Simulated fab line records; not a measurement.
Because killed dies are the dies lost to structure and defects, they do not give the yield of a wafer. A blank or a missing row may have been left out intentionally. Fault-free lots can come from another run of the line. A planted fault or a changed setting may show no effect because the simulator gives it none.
Matching of chambers -- flow nand_harc -- 3 sister chambers for NHARC_A_STAIRCASE_DEP_301 on pecvd-02
The step deposits SiON, target thk 30 nm. 24 wafers are shown with their chamber, then 12 later ones without.

WAFERS PAIRED WITH THEIR CHAMBERS
wafer,chamber,heater_power_outer_w (W),heater_power_w (W),chamber_pressure_Torr (Torr)
L075.1,0,544,895,3.505
L075.2,2,518,837,3.496
L075.6,0,546,892,3.500
L074.3,0,450,748,3.499
L074.4,1,420,729,3.485
L074.5,2,567,930,3.510
L078.1,1,468,797,3.496
L078.2,2,521,835,3.509
L078.6,1,456,810,3.487
L081.1,0,484,795,3.500
L081.2,1,413,707,3.488
L081.4,1,424,727,3.511
L083.1,2,495,839,3.494
L083.3,1,396,680,3.492
L083.6,2,502,836,3.499
L085.1,0,504,818,3.506
L085.2,2,476,799,3.507
L085.5,1,392,696,3.506
L086.2,1,345,616,3.493
L086.3,0,571,912,3.483
L086.5,2,575,907,3.507
L087.2,2,526,871,3.503
L087.5,2,539,859,3.478
L087.6,1,431,728,3.508

SIGNATURES (averages over the wafers above)
reading,chamber 0,chamber 1,chamber 2,scatter within a chamber
heater_power_outer_w,516.50,416.11,524.33,37.3
heater_power_w,843.33,721.11,857.00,54.4
chamber_pressure_Torr,3.49883,3.49622,3.50033,0.00958
Rule: a wafer lies at a distance from a chamber equal to the root of the sum of squares, over the readings, of (its reading less the chamber's mean, divided by the reading's scatter). If the next closest chamber is less than 2 further off than the closest, the wafer can't be placed; otherwise it belongs to the closest. The scatter: take each reading less its chamber's mean, square it, sum over the shown wafers, divide by the number of wafers less the number of chambers, and take the root.

WAFERS WITH NO CHAMBER GIVEN
wafer,heater_power_outer_w (W),heater_power_w (W),chamber_pressure_Torr (Torr)
L088.2,470,760,3.492
L088.3,408,701,3.501
L088.5,487,804,3.496
L091.1,542,865,3.509
L091.3,490,828,3.524
L091.4,532,878,3.505
L092.1,561,921,3.495
L092.3,506,828,3.521
L092.4,490,838,3.505
L097.3,389,687,3.504
L097.4,441,789,3.496
L097.6,391,688,3.504

WHICH CHAMBER EACH ONE RAN IN
wafer,from the rows above,in truth
L088.2,can't be placed: 1 or 0 or 2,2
L088.3,1,1
L088.5,can't be placed: 0 or 2 or 1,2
L091.1,can't be placed: 2 or 0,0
L091.3,can't be placed: 2 or 0 or 1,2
L091.4,can't be placed: 2 or 0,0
L092.1,can't be placed: 2 or 0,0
L092.3,can't be placed: 2 or 0 or 1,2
L092.4,can't be placed: 0 or 2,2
L097.3,1,1
L097.4,can't be placed: 1 or 0 or 2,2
L097.6,1,1
3 of 12 placed correctly. From these rows, 9 cannot be placed; in 9 the true chamber is one of the candidates. Wrongly placed: 0.
